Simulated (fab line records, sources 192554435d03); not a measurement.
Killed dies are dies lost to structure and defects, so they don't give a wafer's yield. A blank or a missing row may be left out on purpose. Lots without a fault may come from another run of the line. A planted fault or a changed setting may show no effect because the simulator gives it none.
Chamber matching | flow n5_finfet | N5_BEOL_M7_ETCH_72 on rie_diel-03: 4 sister chambers
The step etches underlayer in N2/H2, target depth 6.5 nm, time 5.2 s. 20 wafers are shown with their chamber, then 10 later ones without.

WAFERS WITH THEIR CHAMBER
wafer  | chamber | drypump_motor_current_A (A) | showerhead_plenum_p_Torr (Torr) | throttle_valve_pct (%)
L074.2 | 3       | 5.4                         | 2.63                            | 18.09
L074.3 | 1       | 5.7                         | 2.60                            | 17.70
L074.6 | 3       | 5.4                         | 2.63                            | 18.09
L077.2 | 1       | 5.7                         | 2.60                            | 17.71
L077.3 | 0       | 6.5                         | 2.62                            | 17.60
L077.6 | 0       | 6.5                         | 2.62                            | 17.63
L078.2 | 1       | 5.7                         | 2.60                            | 17.68
L078.3 | 2       | 6.6                         | 2.49                            | 17.96
L078.6 | 3       | 5.4                         | 2.62                            | 18.10
L082.1 | 2       | 6.6                         | 2.49                            | 17.55
L082.2 | 1       | 5.7                         | 2.59                            | 17.70
L082.4 | 3       | 5.4                         | 2.62                            | 18.12
L083.1 | 2       | 6.6                         | 2.49                            | 17.55
L083.3 | 1       | 5.7                         | 2.59                            | 17.69
L083.5 | 1       | 5.6                         | 2.59                            | 17.66
L085.3 | 0       | 6.5                         | 2.61                            | 17.64
L085.5 | 3       | 5.4                         | 2.62                            | 18.13
L085.6 | 0       | 6.5                         | 2.61                            | 17.64
L087.3 | 2       | 6.6                         | 2.49                            | 17.55
L087.4 | 1       | 5.7                         | 2.59                            | 17.70

SIGNATURES (means of the wafers above)
reading                  | chamber 0 | chamber 1 | chamber 2 | chamber 3 | scatter within a chamber
drypump_motor_current_A  | 6.500     | 5.686     | 6.600     | 5.400     | 0.0231
showerhead_plenum_p_Torr | 2.6150    | 2.5943    | 2.4900    | 2.6240    | 0.00495
throttle_valve_pct       | 17.6275   | 17.6914   | 17.6525   | 18.1060   | 0.0902
Rule: a wafer's distance from a chamber is the root of the sum, over the readings, of the square of ((its reading less the chamber's mean) divided by the reading's scatter). The wafer belongs to the nearest chamber; if the next one is less than 2 further off, it can't be placed. The scatter: the root of (the sum of the squares of (reading less its chamber's mean) over the shown wafers, divided by (wafers less chambers)).

WAFERS WITHOUT THEIR CHAMBER
wafer  | drypump_motor_current_A (A) | showerhead_plenum_p_Torr (Torr) | throttle_valve_pct (%)
L087.5 | 5.4                         | 2.61                            | 18.14
L093.2 | 6.6                         | 2.49                            | 17.59
L093.4 | 5.7                         | 2.59                            | 17.74
L093.6 | 6.5                         | 2.61                            | 17.65
L094.3 | 6.5                         | 2.60                            | 17.69
L094.5 | 6.5                         | 2.60                            | 17.70
L094.6 | 5.4                         | 2.61                            | 17.76
L096.1 | 6.6                         | 2.48                            | 17.60
L096.4 | 5.4                         | 2.61                            | 17.77
L096.5 | 5.7                         | 2.58                            | 17.73

WHICH CHAMBER EACH WENT THROUGH
wafer  | from the rows above | in truth
L087.5 | 3                   | 3
L093.2 | 2                   | 2
L093.4 | 1                   | 1
L093.6 | 0                   | 0
L094.3 | 0                   | 0
L094.5 | 0                   | 0
L094.6 | 3                   | 3
L096.1 | 2                   | 2
L096.4 | 3                   | 3
L096.5 | 1                   | 1
Placed correctly: 10 of 10. Can't be placed from these rows: 0. Placed wrongly: 0.
